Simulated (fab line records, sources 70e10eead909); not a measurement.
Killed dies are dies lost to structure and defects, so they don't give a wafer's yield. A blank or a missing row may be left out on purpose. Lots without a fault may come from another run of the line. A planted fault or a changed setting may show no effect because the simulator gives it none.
Chamber matching | flow nand_harc | NHARC_A_STAIRCASE_DESCUM_168 on rie_diel-08: 4 sister chambers
The step chemistry O2, time 3 s. 20 wafers are shown with their chamber, then 10 later ones without.

WAFERS WITH THEIR CHAMBER
wafer  | chamber | showerhead_plenum_p_Torr (Torr) | rf_vpp_V (V) | throttle_valve_pct (%)
L076.1 | 0       | 1.79                            | 57.9         | 11.315
L076.2 | 2       | 2.06                            | 58.5         | 11.312
L076.6 | 1       | 1.86                            | 57.8         | 11.316
L080.1 | 0       | 1.79                            | 56.5         | 11.305
L080.2 | 2       | 2.06                            | 60.0         | 11.316
L080.3 | 3       | 1.78                            | 57.3         | 11.325
L082.2 | 1       | 1.85                            | 57.4         | 11.309
L082.3 | 2       | 2.06                            | 59.2         | 11.304
L082.6 | 1       | 1.85                            | 58.5         | 11.317
L082.1 | 3       | 1.78                            | 56.2         | 11.307
L082.4 | 0       | 1.79                            | 57.6         | 11.315
L082.5 | 2       | 2.06                            | 57.9         | 11.307
L086.1 | 0       | 1.78                            | 57.3         | 11.313
L086.2 | 2       | 2.05                            | 57.6         | 11.304
L086.4 | 3       | 1.78                            | 56.3         | 11.316
L088.3 | 0       | 1.78                            | 57.7         | 11.318
L088.4 | 2       | 2.05                            | 59.0         | 11.312
L088.5 | 3       | 1.78                            | 58.0         | 11.313
L088.1 | 3       | 1.78                            | 57.0         | 11.316
L088.2 | 1       | 1.85                            | 57.1         | 11.309

SIGNATURES (means of the wafers above)
reading                  | chamber 0 | chamber 1 | chamber 2 | chamber 3 | scatter within a chamber
showerhead_plenum_p_Torr | 1.7860    | 1.8525    | 2.0567    | 1.7800    | 0.00453
rf_vpp_V                 | 57.400    | 57.700    | 58.700    | 56.960    | 0.726
throttle_valve_pct       | 11.31320  | 11.31275  | 11.30917  | 11.31540  | 0.00527
Rule: a wafer's distance from a chamber is the root of the sum, over the readings, of the square of ((its reading less the chamber's mean) divided by the reading's scatter). The wafer belongs to the nearest chamber; if the next one is less than 2 further off, it can't be placed. The scatter: the root of (the sum of the squares of (reading less its chamber's mean) over the shown wafers, divided by (wafers less chambers)).

WAFERS WITHOUT THEIR CHAMBER
wafer  | showerhead_plenum_p_Torr (Torr) | rf_vpp_V (V) | throttle_valve_pct (%)
L088.6 | 2.05                            | 58.8         | 11.308
L089.1 | 1.78                            | 57.3         | 11.307
L089.4 | 1.85                            | 57.7         | 11.303
L089.5 | 1.85                            | 57.0         | 11.319
L097.3 | 2.04                            | 59.4         | 11.324
L097.4 | 1.77                            | 56.6         | 11.309
L097.6 | 1.77                            | 57.1         | 11.326
L096.3 | 1.77                            | 56.3         | 11.318
L096.4 | 1.77                            | 56.9         | 11.286
L096.5 | 2.04                            | 58.0         | 11.291

WHICH CHAMBER EACH WENT THROUGH
wafer  | from the rows above     | in truth
L088.6 | 2                       | 2
L089.1 | can't be placed: 3 or 0 | 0
L089.4 | 1                       | 1
L089.5 | 1                       | 1
L097.3 | 2                       | 2
L097.4 | can't be placed: 3 or 0 | 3
L097.6 | can't be placed: 3 or 0 | 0
L096.3 | can't be placed: 3 or 0 | 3
L096.4 | can't be placed: 3 or 0 | 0
L096.5 | 2                       | 2
Placed correctly: 5 of 10. Can't be placed from these rows: 5 (the true chamber is among the candidates in 5). Placed wrongly: 0.
